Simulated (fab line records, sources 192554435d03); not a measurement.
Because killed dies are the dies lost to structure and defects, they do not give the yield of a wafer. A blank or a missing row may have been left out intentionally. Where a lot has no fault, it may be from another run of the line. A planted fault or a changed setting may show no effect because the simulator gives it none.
Split-lot study -- flow n5Finfet -- 21 wafers read across 7 lots, on a route 1938 steps long

## THE SPLIT ITSELF
At N5_BEOL_M0_SAQP_SPACER1_ALD_98 (deposits SiO2, target thk 12.8 nm, pulse time 1 s, purge time 2 s), the setting aldCycles was moved away from the recipe's 138 on 7 of the 21 wafers read, by -15.9% to +13.0%. For the rest of the wafers, this setting stayed at what the recipe calls for.

## FROM THE SPLIT TO THE READING: what the file shows between them, 2 steps
- N5_BEOL_M0_SAQP_SPACER1_ETCHBACK_99: etches SiO2 in CHF3/O2, target depth 15.4 nm, time 7.7 s
- N5_BEOL_M0_SAQP_MANDREL1_REMOVE_100: chemistry HBr/Cl2/O2, target a-Si, stops on SiNx, bt time 10 s

## THE READING
cdNm (nm) at N5_BEOL_M0_SAQP_CD_MEAS_25, where the cd target is 13.1 nm. On this fab line, fault-free wafers typically give 12.77 nm with a standard deviation of 0.21 nm.

wafer,"tool, chamber at the split",aldCycles as run,against the recipe,"cdNm, nm",against lot-mates on the recipe
L074.1,"aldSin-01, 0,2,3",138,recipe,12.82,-
L074.3,"aldSin-01, 0,2,3",138,recipe,12.44,-
L074.4,"aldSin-01, 0,2,3",138,recipe,12.58,-
L076.1,"aldSin-02, 3,2",138,recipe,12.91,-
L076.3,"aldSin-02, 2",155,+12.3%,14.70,+1.68
L076.6,"aldSin-02, 3,2",138,recipe,13.13,-
L077.1,"aldSin-02, 1",116,-15.9%,10.55,-2.31
L077.4,"aldSin-02, 3",138,recipe,12.86,-
L077.5,"aldSin-02, 0",116,-15.9%,10.65,-2.21
L086.1,"aldSin-01, 2",156,+13.0%,14.57,+1.86
L086.5,"aldSin-01, 2,3",138,recipe,12.80,-
L086.6,"aldSin-01, 2,3",138,recipe,12.63,-
L088.1,"aldSin-01, 2,0",118,-14.5%,10.81,-1.72
L088.3,"aldSin-01, 0",138,recipe,12.53,-
L088.6,"aldSin-01, 2,0",118,-14.5%,10.63,-1.90
L094.1,"aldSin-02, 2,0,1",138,recipe,12.66,-
L094.4,"aldSin-02, 2,0,1",138,recipe,12.57,-
L094.5,"aldSin-02, 2,0,1",138,recipe,12.50,-
L096.1,"aldSin-04, 2",152,+10.1%,13.85,+1.14
L096.3,"aldSin-04, 3,0",138,recipe,12.58,-
L096.6,"aldSin-04, 3,0",138,recipe,12.84,-
Where a row lists several chambers, the file gives one row for several wafers and doesn't say which wafer went through which chamber.

FIT RESULTS
A straight line over all 21 wafers: cdNm changes by +0.137 nm for each +1% of aldCycles; r = +0.99; the points scatter about the line by 0.19 nm.
The same after taking each lot's own level away (the mean of its wafers on the recipe; 21 wafers): +0.134 nm for each +1%; r = +0.99; scatter 0.13 nm.
That fit puts the effect of the largest move of aldCycles on the reading at 2.1 nm.
Measured against the standard deviation above, the lots' own levels, which go from 12.530 to 13.020 nm, span 2.3 times it.
Hence the lot-to-lot level has little effect on the slope; both slopes agree.
Check: for one of the wafers moved furthest among these (-15.9%), held out of the fit, the line's prediction against its lot-mates is -2.09 nm. Against them it came out at -2.31 nm.

## THE WHOLE CHAIN: every reading that the file lists as answering this split, in the file's order
step,what it does,reading,change (the file's fit),r (the file's)
N5_BEOL_M0_SAQP_SPACER1_ALD_98,"deposits SiO2, target thk 12.8 nm, pulse time 1 s, purge time 2 s","SiO2_of_BEOL_M0_SAQP_SPACER1_ALD_98.thkNm (the simulator's own value, which no gauge read)",+0.129 nm for each +1% of the setting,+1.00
N5_BEOL_M0_SAQP_MANDREL1_REMOVE_100,"chemistry HBr/Cl2/O2, target a-Si, stops on SiNx, bt time 10 s","BEOL_M0_SAQP.cdNm (the simulator's own value, which no gauge read)",+0.127 nm for each +1% of the setting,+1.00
N5_BEOL_M0_SAQP_CD_MEAS_25,target cd 13.1 nm,cdNm,+0.134 nm for each +1% of the setting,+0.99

## THE FILE'S OWN FIT
cdNm changes by +0.134 nm for each +1% of aldCycles, r = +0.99.
